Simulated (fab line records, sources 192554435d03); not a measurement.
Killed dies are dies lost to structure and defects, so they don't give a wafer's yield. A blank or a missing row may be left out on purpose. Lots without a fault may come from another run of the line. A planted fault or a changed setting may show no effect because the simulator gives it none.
Which tool did it? | flow n5_finfet | 12 lots, 36 wafers sampled, at 2 steps of a route of 1938

WHAT THE GAUGES READ, wafer by wafer
N5_BEOL_M5_INSPECT_58: inspects for defects (darkfield). Usual: raw_defect_count 74, standard deviation 28.
lot  | measured     | on                | raw_defect_count | flag
L326 | day 11 02:27 | defect_inspect-02 | 77 100 131       |
L325 | day 11 07:14 | defect_inspect-01 | 41 31 42         |
L327 | day 11 22:54 | defect_inspect-01 | 127 73 75        |
L332 | day 12 14:02 | defect_inspect-01 | 55 79 95         |
L330 | day 13 01:23 | defect_inspect-02 | 35 44 60         |
L334 | day 13 11:07 | defect_inspect-01 | 60 75 92         |
L333 | day 13 12:20 | defect_inspect-01 | 76 40 69         |
L336 | day 13 18:11 | defect_inspect-02 | 177 104 112      |
L335 | day 14 11:25 | defect_inspect-01 | 52 99 45         |
L341 | day 15 22:37 | defect_inspect-02 | 74 95 39         |
L343 | day 16 08:58 | defect_inspect-01 | 75 82 98         |
L347 | day 17 02:39 | defect_inspect-02 | 46 40 81         |

WHICH TOOL RAN EACH LOT (tool, then ch and the chambers of the sampled wafers, then the start)
lot  | N5_BEOL_M5_CO_CAP_78
L326 | cvd_co-02 ch 0,1,2, day 11 02:15
L325 | cvd_co-01 ch 1,2, day 11 07:02
L327 | cvd_co-02 ch 0,2, day 11 22:41
L332 | cvd_co-02 ch 1,2, day 12 13:47
L330 | cvd_co-02 ch 0,1,2, day 13 01:11
L334 | cvd_co-02 ch 0,1, day 13 10:54
L333 | cvd_co-02 ch 1,2, day 13 12:07
L336 | cvd_co-01 ch 0,1,2, day 13 17:59
L335 | cvd_co-01 ch 1,2, day 14 11:13
L341 | cvd_co-01 ch 1, day 15 22:22
L343 | cvd_co-01 ch 0,1,2, day 16 08:46
L347 | cvd_co-01 ch 1,2, day 17 02:26
- N5_BEOL_M5_CO_CAP_78: material Co, precursor CCTBA/H2, target thk 2 nm, time 102.1 s.

WHAT THE TOOLS THEMSELVES READ (means of the sampled wafers that have a number; where no wafer has one, the mark that the record gives instead)
N5_BEOL_M5_CO_CAP_78. Usual: heater_power_w 252 W, standard deviation 27.
lot  | tool      | heater_power_w (W) | flag
L326 | cvd_co-02 | 271                |
L325 | cvd_co-01 | 250                |
L327 | cvd_co-02 | 261                |
L332 | cvd_co-02 | 287                |
L330 | cvd_co-02 | 272                |
L334 | cvd_co-02 | 262                |
L333 | cvd_co-02 | 286                |
L336 | cvd_co-01 | 232                |
L335 | cvd_co-01 | 247                |
L341 | cvd_co-01 | 257                |
L343 | cvd_co-01 | 236                |
L347 | cvd_co-01 | 248                |

THE ANSWER, worked out from the rows above alone
Rule: a lot is off if the mean of its wafers that have a number lies more than 3 standard deviations from the usual mean. A lot without any number at a reading at which 4 lots or more have one is off too. The other lots that the step has rows for count as sound. The gauges are gone through in route order, then the tools' own readings, and for those a lot's mean is taken as printed above. The first step at which some lot is off is used, and at that step the reading that is off furthest; a lot without a number counts as furthest.
No lot is off at any reading shown: from this, nothing can be told.

WHAT THE SIMULATOR HAD PUT IN
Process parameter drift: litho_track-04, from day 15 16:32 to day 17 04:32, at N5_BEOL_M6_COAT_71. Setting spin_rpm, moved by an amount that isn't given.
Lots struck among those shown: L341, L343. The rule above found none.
